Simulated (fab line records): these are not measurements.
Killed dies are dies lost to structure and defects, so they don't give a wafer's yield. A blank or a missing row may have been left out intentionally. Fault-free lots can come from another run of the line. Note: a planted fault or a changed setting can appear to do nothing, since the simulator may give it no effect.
fab line records	flow n5Finfet
record lots=7	wafers=39
route steps=1938 shown BEOL_M13@1659 BEOL_M14@1770
startH: hours from the record's opening day to when the first of the lot's shown wafers began	waitH: hours from the lot's prior step to this one	" unchanged from the row above	L1.1+2: one row covering several wafers at once	- no value, or no start given	* or withheld: withheld	< > ~ a bound
route shown NAME@n: names a module that has steps shown in the file, with the first one's number in the route	usual: mean/standard deviation taken from wafers without a fault	same: alike in all rows	chamber/n: place in a boat	sites: the reading at each site	_std_site: standard deviation across them	_edge_site: mean of outer sites minus mean of inner sites	radiusMm: how far each site lies from the wafer's centre	mask NAME#n: copy n	behind: the most recent tool/chamber to have shaped the wafer	hold: cause of the lot's hold/its duration in hours/its outcome	device: transistor that didn't switch, given as n, p or np	end of line: the same wafers' tests at the end of the route	for a step that has no rows: nothing shown but its recipe	killed: the dies lost at the first sort to structure and to defects; this is not the yield of the wafer	map: per-die view of a wafer (x killed, . not killed, _ where there is no die)
set.NAME: the setting the step ran with; set.NAME@STEP: the setting that earlier step ran with	model.NAME: the simulator's own value behind a step, which no gauge read
lots run with intentionally changed settings; tables by step, rows by wafer
## steps
# step N5_BEOL_M13_ILD_DEP_00
# recipe material=SiOC	targetThkA=8379.2	tempC=350	precursor=DEMS/O2	pressureTorr=5	rfW=500	timeS=166.4
lot.wafer	tool	chamber	startH	waitH	set.timeS	model.SiOC_of_BEOL_M13_ILD_DEP_00.thkNm
L076.1	pecvd-04	1	263.64	0.0	166.4	823.6
L076.2	"	0	"	"	200.3	1005
L076.3	"	2	"	"	200.3	999.6
L076.4	"	0	"	"	166.4	843.4
L076.5	"	1	"	"	166.4	849.8
L076.6	"	2	"	"	200.3	1015
L075.1	pecvd-04	2	263.98	0.0	166.4	827.4
L075.2	"	1	"	"	166.4	819
L075.3	"	0	"	"	166.4	839.2
L075.4	"	0	"	"	166.4	840
L075.5	"	1	"	"	166.4	840.6
L075.6	"	2	"	"	166.4	853
L080.1	pecvd-01	1	271.07	0.0	237.7	1194
L080.2	"	2	"	"	237.7	1203
L080.3	"	0	"	"	237.7	1192
L080.4+6	"	1,2	"	"	166.4	853.8
L080.5	"	0	"	"	166.4	850
L078.3	pecvd-04	0	271.79	0.0	166.4	816
L078.4	"	0	"	"	166.4	831.4
L078.6	"	1	"	"	166.4	830.8
L089.1	pecvd-01	2	350.79	0.0	166.4	823
L089.2	"	1	"	"	166.4	829.4
L089.3	"	0	"	"	166.4	832.2
L089.4	"	2	"	"	166.4	846
L089.5	"	0	"	"	166.4	848.4
L089.6	"	1	"	"	166.4	835.6
L091.1	pecvd-02	1	361.48	0.0	166.4	820.8
L091.2	"	2	"	"	166.4	824.6
L091.3	"	2	"	"	166.4	854.6
L091.4	"	1	"	"	166.4	840.6
L091.5	"	2	"	"	166.4	838.8
L091.6	"	1	"	"	166.4	837.8
L093.1	pecvd-01	0	380.34	0.0	166.4	846
L093.2	"	2	"	"	166.4	829
L093.3	"	1	"	"	166.4	837.8
L093.4	"	2	"	"	166.4	847.2
L093.5	"	0	"	"	166.4	857
L093.6	"	1	"	"	166.4	843
# step N5_BEOL_M13_THK_MEAS_01
# recipe reads=SiOC_of_BEOL_M13_ILD_DEP_00
# usual M13_ILD_THK=838/10
lot.wafer	tool	chamber	startH	waitH	set.timeS@BEOL_M13_ILD_DEP_00	M13_ILD_THK[nm]
L076.1	filmMetro-02	-	263.79	0.1	166.4	823
L076.2	"	-	"	"	200.3	1005
L076.3	"	-	"	"	200.3	1000
L076.4	"	-	"	"	166.4	844
L076.5	"	-	"	"	166.4	850
L076.6	"	-	"	"	200.3	1015
L075.1	filmMetro-02	-	264.13	0.1	166.4	827
L075.2	"	-	"	"	166.4	819
L075.3	"	-	"	"	166.4	839
L075.4	"	-	"	"	166.4	840
L075.5	"	-	"	"	166.4	840
L075.6	"	-	"	"	166.4	852
L080.1	filmMetro-01	-	271.22	0.1	237.7	1194
L080.2	"	-	"	"	237.7	1203
L080.3	"	-	"	"	237.7	1194
L080.4	"	-	"	"	166.4	854
L080.5	"	-	"	"	166.4	850
L080.6	"	-	"	"	166.4	854
L078.3	filmMetro-01	-	271.94	0.1	166.4	816
L078.4	"	-	"	"	166.4	830
L078.6	"	-	"	"	166.4	831
L089.1	filmMetro-02	-	350.94	0.1	166.4	823
L089.2	"	-	"	"	166.4	830
L089.3	"	-	"	"	166.4	832
L089.4	"	-	"	"	166.4	846
L089.5	"	-	"	"	166.4	848
L089.6	"	-	"	"	166.4	835
L091.1	filmMetro-02	-	361.69	0.2	166.4	820
L091.2	"	-	"	"	166.4	824
L091.3	"	-	"	"	166.4	855
L091.4	"	-	"	"	166.4	841
L091.5	"	-	"	"	166.4	839
L091.6	"	-	"	"	166.4	838
L093.1	filmMetro-02	-	380.49	0.1	166.4	846
L093.2	"	-	"	"	166.4	829
L093.3	"	-	"	"	166.4	838
L093.4	"	-	"	"	166.4	847
L093.5	"	-	"	"	166.4	858
L093.6	"	-	"	"	166.4	843
# step N5_BEOL_M13_COAT_58
# recipe resist=BARC	tempC=205	timeS=60	spinRpm=1500	resistThkNm=89
# step N5_BEOL_M13_COAT_04
# recipe spinRpm=1625	resistThkNm=400
# step N5_BEOL_M13_DESCUM_15
# recipe chemistry=O2	timeS=7.9	sourcePowerW=50	biasPowerW=20	pressureMtorr=20	rfFrequencyHz=2.712e+07	tempC=40	o2FlowSccm=225
# step N5_BEOL_M13_ETCH_59
# recipe chemistry=N2/H2	target=BARC	targetDepthA=890	overetchA=267	timeS=67.9	ionEnergyEv=200	pressureMtorr=30	sourceW=840	biasW=150	n2FlowSccm=200	h2FlowSccm=200
# step N5_BEOL_M13_VIA_ETCH_16
# recipe chemistry=C4F8/O2/Ar	target=SiOC	pressureMtorr=30	sourceW=3000	biasW=700	Ar_flow_sccm=400	C4F8_flow_sccm=15	O2_flow_sccm=8	heInnerTorr=15	heOuterTorr=30	targetDepthA=9217	timeS=withheld	ionEnergyEv=250	ends=cleared
lot.wafer	tool	chamber	startH	waitH	set.timeS@BEOL_M13_ILD_DEP_00	model.etch.depthNm	model.coat_of_BEOL_M13_COAT_04.thkNm
L076.1	rieDiel-03	3	264.27	0.0	*	823.7	75.8
L076.2	"	2	"	"	*	1005	24.6
L076.3	"	1	"	"	*	999.5	25.4
L076.4	"	0	"	"	*	843.4	68.8
L076.5	"	3	"	"	*	849.9	67.8
L076.6	"	2	"	"	*	1015	20.6
L075.1	rieDiel-02	1	264.83	0.0	*	827.3	76.2
L075.2	"	2	"	"	*	818.9	75.2
L075.3	"	0	"	"	*	839.2	73
L075.4	"	3	"	"	*	840	69.4
L075.5	"	0	"	"	*	840.6	71.8
L075.6	"	1	"	"	*	853	68.8
L080.1	rieDiel-02	3	271.84	0.0	*	1194	0
L080.2	"	0	"	"	*	1203	0
L080.3	"	1	"	"	*	1192	0
L080.4	"	2	"	"	*	853.9	64
L080.5	"	3	"	"	*	850	65.2
L080.6	"	0	"	"	*	853.8	66.6
L078.3	rieDiel-02	3	272.42	0.0	*	816.1	76
L078.4	"	2	"	"	*	831.5	70.8
L078.6	"	3	"	"	*	830.8	71.8
L089.1	rieDiel-04	1	352.07	0.0	*	823.1	75.2
L089.2	"	0	"	"	*	829.4	72.4
L089.3	"	2	"	"	*	832.3	74.8
L089.4	"	0	"	"	*	846.1	68.6
L089.5	"	2	"	"	*	848.5	70.4
L089.6	"	1	"	"	*	835.7	71.4
L091.1	rieDiel-04	3	362.36	0.0	*	820.7	78.4
L091.2	"	2	"	"	*	824.5	77.8
L091.3	"	0	"	"	*	854.5	66.8
L091.4	"	1	"	"	*	840.5	72.6
L091.5	"	2	"	"	*	838.8	74
L091.6	"	3	"	"	*	837.8	72.8
L093.1	rieDiel-03	1	381.12	0.0	*	846.1	65.8
L093.2	"	3	"	"	*	829	73.4
L093.3	"	0	"	"	*	837.8	69.2
L093.4	"	2	"	"	*	847.3	64.6
L093.5	"	1	"	"	*	857.1	63.4
L093.6	"	0	"	"	*	843	69.6
# step N5_BEOL_M13_STRIP_63
# recipe chemistry=N2/H2	powerW=1000	tempC=250	h2Frac=0.65	overashFraction=0.3	pressureMtorr=1000	n2FlowSccm=1750	h2FlowSccm=3250
# usual oesProductAu=0.674/0.0047	stripTimeToEndpointS=28.0/1.1
lot.wafer	tool	chamber	startH	waitH	set.timeS@BEOL_M13_ILD_DEP_00	oesProductAu	stripTimeToEndpointS
L076.1	plasmaAsher-01	0	264.51	-	166.4	0.681	29.3
L076.2	"	1	"	"	200.3	0.615	13.1
L076.3	"	1	"	"	200.3	0.635	13.4
L076.4	"	0	"	"	166.4	0.672	27.3
L076.5	"	1	"	"	166.4	0.673	27.0
L076.6	"	0	"	"	200.3	0.564	11.7
L075.1	plasmaAsher-02	1	265.07	-	166.4	0.679	29.5
L075.2	"	0	"	"	166.4	0.671	29.1
L075.3	"	0	"	"	166.4	0.673	28.6
L075.4	"	1	"	"	166.4	0.670	27.5
L075.5	"	0	"	"	166.4	0.672	28.2
L075.6	"	1	"	"	166.4	0.678	27.3
L080.1	plasmaAsher-02	0	272.07	-	237.7	0.228	0.0
L080.2	"	1	"	"	237.7	0.226	0.0
L080.3	"	1	"	"	237.7	0.234	0.0
L080.4	"	0	"	"	166.4	0.673	25.9
L080.5	"	1	"	"	166.4	0.677	26.3
L080.6	"	0	"	"	166.4	0.676	26.7
L078.3	plasmaAsher-01	1	272.68	-	166.4	0.670	29.4
L078.4	"	0	"	"	166.4	0.672	27.9
L078.6	"	1	"	"	166.4	0.672	28.2
L089.1	plasmaAsher-02	0	352.31	-	166.4	0.682	29.2
L089.2	"	1	"	"	166.4	0.678	28.4
L089.3	"	1	"	"	166.4	0.676	29.1
L089.4	"	0	"	"	166.4	0.674	27.3
L089.5	"	0	"	"	166.4	0.673	27.7
L089.6	"	1	"	"	166.4	0.672	28.1
L091.1	plasmaAsher-01	0	362.60	-	166.4	0.681	30.1
L091.2	"	1	"	"	166.4	0.671	29.9
L091.3	"	0	"	"	166.4	0.672	26.7
L091.4	"	1	"	"	166.4	0.666	28.4
L091.5	"	0	"	"	166.4	0.680	28.8
L091.6	"	1	"	"	166.4	0.675	28.5
L093.1	plasmaAsher-01	1	381.35	-	166.4	0.674	26.4
L093.2	"	0	"	"	166.4	0.664	28.7
L093.3	"	1	"	"	166.4	0.676	27.4
L093.4	"	0	"	"	166.4	0.673	26.1
L093.5	"	1	"	"	166.4	0.665	25.7
L093.6	"	0	"	"	166.4	0.676	27.5
# step N5_BEOL_M13_STRIP_64
# recipe chemistry=N2/H2	powerW=1000	tempC=250	h2Frac=0.65	overashFraction=0.3	pressureMtorr=withheld	n2FlowSccm=1750	h2FlowSccm=3250
# usual oesProductAu=0.714/0.0043
lot.wafer	tool	chamber	startH	waitH	set.timeS@BEOL_M13_ILD_DEP_00	oesProductAu
L076.1	plasmaAsher-01	0	264.57	0.0	166.4	0.711
L076.2	"	1	"	"	200.3	0.714
L076.3	"	1	"	"	200.3	0.713
L076.4	"	0	"	"	166.4	0.720
L076.5	"	1	"	"	166.4	0.717
L076.6	"	0	"	"	200.3	0.709
L075.1	plasmaAsher-02	1	265.13	0.0	166.4	0.710
L075.2	"	0	"	"	166.4	0.710
L075.3	"	0	"	"	166.4	0.714
L075.4	"	1	"	"	166.4	0.716
L075.5	"	0	"	"	166.4	0.713
L075.6	"	1	"	"	166.4	0.721
L080.1	plasmaAsher-02	0	272.13	0.0	237.7	0.666
L080.2	"	1	"	"	237.7	0.663
L080.3	"	1	"	"	237.7	0.658
L080.4	"	0	"	"	166.4	0.705
L080.5	"	1	"	"	166.4	0.711
L080.6	"	0	"	"	166.4	0.714
L078.3	plasmaAsher-01	1	272.74	0.0	166.4	0.720
L078.4	"	0	"	"	166.4	0.713
L078.6	"	1	"	"	166.4	0.714
L089.1	plasmaAsher-02	0	352.37	0.0	166.4	0.706
L089.2	"	1	"	"	166.4	0.723
L089.3	"	1	"	"	166.4	0.721
L089.4	"	0	"	"	166.4	0.717
L089.5	"	0	"	"	166.4	0.716
L089.6	"	1	"	"	166.4	0.711
L091.1	plasmaAsher-01	0	362.66	0.0	166.4	0.703
L091.2	"	1	"	"	166.4	0.717
L091.3	"	0	"	"	166.4	0.717
L091.4	"	1	"	"	166.4	0.714
L091.5	"	0	"	"	166.4	0.721
L091.6	"	1	"	"	166.4	0.712
L093.1	plasmaAsher-01	1	381.41	0.0	166.4	0.719
L093.2	"	0	"	"	166.4	0.717
L093.3	"	1	"	"	166.4	0.723
L093.4	"	0	"	"	166.4	0.717
L093.5	"	1	"	"	166.4	0.711
L093.6	"	0	"	"	166.4	0.714
# step N5_BEOL_M14_DEP_53
# recipe material=SiCN	targetThkA=500	tempC=withheld	precursor=3MS/NH3	pressureTorr=3	rfW=675	timeS=17.8
lot.wafer	tool	chamber	startH	waitH	set.targetThkA	model.SiCN_of_BEOL_M14_DEP_53.thkNm
L076.1	pecvd-04	0	284.09	0.0	500	50
L076.2	"	2	"	"	500	48.8
L076.3	"	1	"	"	602.4	59.4
L076.4	"	0	"	"	602.4	61.4
L076.5	"	1	"	"	602.4	60.2
L076.6	"	2	"	"	500	50.2
L075.1	pecvd-04	1	286.73	0.0	500	49
L075.2	"	2	"	"	500	48.6
L075.3	"	0	"	"	500	48.8
L075.4	"	1	"	"	500	49.2
L075.5+6	"	0,2	"	"	500	49.8
L080.1	pecvd-04	1	290.27	0.0	500	48.6
L080.2	"	2	"	"	500	48.4
L080.3	"	0	"	"	500	49
L080.4+6	"	2,0	"	"	500	49.8
L080.5	"	1	"	"	500	49.2
L078.3	pecvd-04	0	290.99	0.0	500	50
L078.4	"	2	"	"	500	50.2
L078.6	"	0	"	"	500	50.6
L089.1	pecvd-02	2	362.99	0.0	500	50
L089.2	"	1	"	"	378.2	37.2
L089.3	"	1	"	"	378.2	37.8
L089.4	"	2	"	"	500	50.2
L089.5	"	1	"	"	500	50.4
L089.6	"	2	"	"	378.2	37.6
L091.1+4+5	pecvd-02	0,0,2	381.57	0.0	323.7	31.8
L091.2	"	2	"	"	500	48.8
L091.3	"	1	"	"	500	48.4
L091.6	"	1	"	"	500	49.4
L093.1	pecvd-04	1	391.68	0.0	500	49.4
L093.2	"	0	"	"	500	50.2
L093.3	"	2	"	"	773.8	76.8
L093.4	"	2	"	"	500	51.2
L093.5	"	0	"	"	773.8	78.4
L093.6	"	1	"	"	773.8	78.2
## key
split step=N5_BEOL_M13_ILD_DEP_00	setting=timeS	stated=166.4	by=wafer
response step=N5_BEOL_M13_ILD_DEP_00	reading=model.SiOC_of_BEOL_M13_ILD_DEP_00.thkNm	change=+8.06	per=1%	r=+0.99
response step=N5_BEOL_M13_THK_MEAS_01	reading=M13_ILD_THK	change=+8.06	per=1%	r=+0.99
response step=N5_BEOL_M13_VIA_ETCH_16	reading=model.etch.depthNm	change=+8.06	per=1%	r=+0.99
response step=N5_BEOL_M13_VIA_ETCH_16	reading=model.coat_of_BEOL_M13_COAT_04.thkNm	change=-1.67	per=1%	r=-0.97
response step=N5_BEOL_M13_STRIP_63	reading=oesProductAu	change=-0.00913	per=1%	r=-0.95
response step=N5_BEOL_M13_STRIP_63	reading=stripTimeToEndpointS	shape=bent	atLowest=*	atStated=*	atHighest=*
response step=N5_BEOL_M13_STRIP_64	reading=oesProductAu	change=-0.000949	per=1%	r=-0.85
split step=N5_BEOL_M14_DEP_53	setting=targetThkA	stated=500	by=wafer
response step=N5_BEOL_M14_DEP_53	reading=model.SiCN_of_BEOL_M14_DEP_53.thkNm	change=+0.502	per=1%	r=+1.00
